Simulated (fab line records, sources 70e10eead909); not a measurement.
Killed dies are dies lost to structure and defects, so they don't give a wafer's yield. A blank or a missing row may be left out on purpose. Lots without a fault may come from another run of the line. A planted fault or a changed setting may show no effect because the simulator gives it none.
Chamber matching | flow nand_harc | NHARC_A_CONTACT_ETCH_90 on rie_diel-03: 4 sister chambers
The step etches the open film in CH3F/O2, target depth 40 nm, time 85.7 s. 20 wafers are shown with their chamber, then 10 later ones without.

WAFERS WITH THEIR CHAMBER
wafer  | chamber | showerhead_plenum_p_Torr (Torr) | rf_vpp_V (V) | throttle_valve_pct (%)
L076.2 | 1       | 2.62                            | 245.9        | 20.655
L076.5 | 2       | 2.48                            | 244.2        | 20.646
L076.6 | 1       | 2.62                            | 246.5        | 20.663
L078.3 | 2       | 2.48                            | 244.9        | 20.669
L078.4 | 2       | 2.48                            | 244.9        | 20.655
L078.6 | 0       | 2.65                            | 247.4        | 20.661
L079.1 | 2       | 2.48                            | 243.4        | 20.647
L079.2 | 1       | 2.62                            | 247.1        | 20.666
L079.3 | 0       | 2.65                            | 247.9        | 20.658
L080.2 | 2       | 2.48                            | 244.1        | 20.666
L080.4 | 1       | 2.62                            | 244.7        | 20.650
L080.6 | 1       | 2.62                            | 247.0        | 20.684
L080.1 | 3       | 2.42                            | 243.4        | 20.665
L080.3 | 0       | 2.65                            | 246.2        | 20.641
L080.5 | 2       | 2.47                            | 243.6        | 20.644
L081.2 | 2       | 2.47                            | 245.5        | 20.665
L081.3 | 3       | 2.42                            | 243.5        | 20.671
L081.5 | 0       | 2.65                            | 245.6        | 20.662
L086.1 | 1       | 2.61                            | 246.3        | 20.658
L086.3 | 0       | 2.64                            | 247.1        | 20.650

SIGNATURES (means of the wafers above)
reading                  | chamber 0 | chamber 1 | chamber 2 | chamber 3 | scatter within a chamber
showerhead_plenum_p_Torr | 2.6480    | 2.6183    | 2.4771    | 2.4200    | 0.00437
rf_vpp_V                 | 246.840   | 246.250   | 244.371   | 243.450   | 0.822
throttle_valve_pct       | 20.65440  | 20.66267  | 20.65600  | 20.66800  | 0.0104
Rule: a wafer's distance from a chamber is the root of the sum, over the readings, of the square of ((its reading less the chamber's mean) divided by the reading's scatter). The wafer belongs to the nearest chamber; if the next one is less than 2 further off, it can't be placed. The scatter: the root of (the sum of the squares of (reading less its chamber's mean) over the shown wafers, divided by (wafers less chambers)).

WAFERS WITHOUT THEIR CHAMBER
wafer  | showerhead_plenum_p_Torr (Torr) | rf_vpp_V (V) | throttle_valve_pct (%)
L086.4 | 2.41                            | 244.1        | 20.673
L091.4 | 2.40                            | 243.4        | 20.673
L091.5 | 2.40                            | 244.5        | 20.661
L091.6 | 2.63                            | 246.1        | 20.666
L091.1 | 2.60                            | 246.0        | 20.662
L091.2 | 2.63                            | 246.8        | 20.659
L091.3 | 2.46                            | 243.6        | 20.663
L094.1 | 2.46                            | 242.4        | 20.663
L094.3 | 2.63                            | 246.8        | 20.667
L094.4 | 2.40                            | 243.8        | 20.673

WHICH CHAMBER EACH WENT THROUGH
wafer  | from the rows above     | in truth
L086.4 | 3                       | 3
L091.4 | 3                       | 3
L091.5 | 3                       | 3
L091.6 | can't be placed: 1 or 0 | 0
L091.1 | 1                       | 1
L091.2 | can't be placed: 1 or 0 | 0
L091.3 | 2                       | 2
L094.1 | 2                       | 2
L094.3 | can't be placed: 1 or 0 | 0
L094.4 | 3                       | 3
Placed correctly: 7 of 10. Can't be placed from these rows: 3 (the true chamber is among the candidates in 3). Placed wrongly: 0.
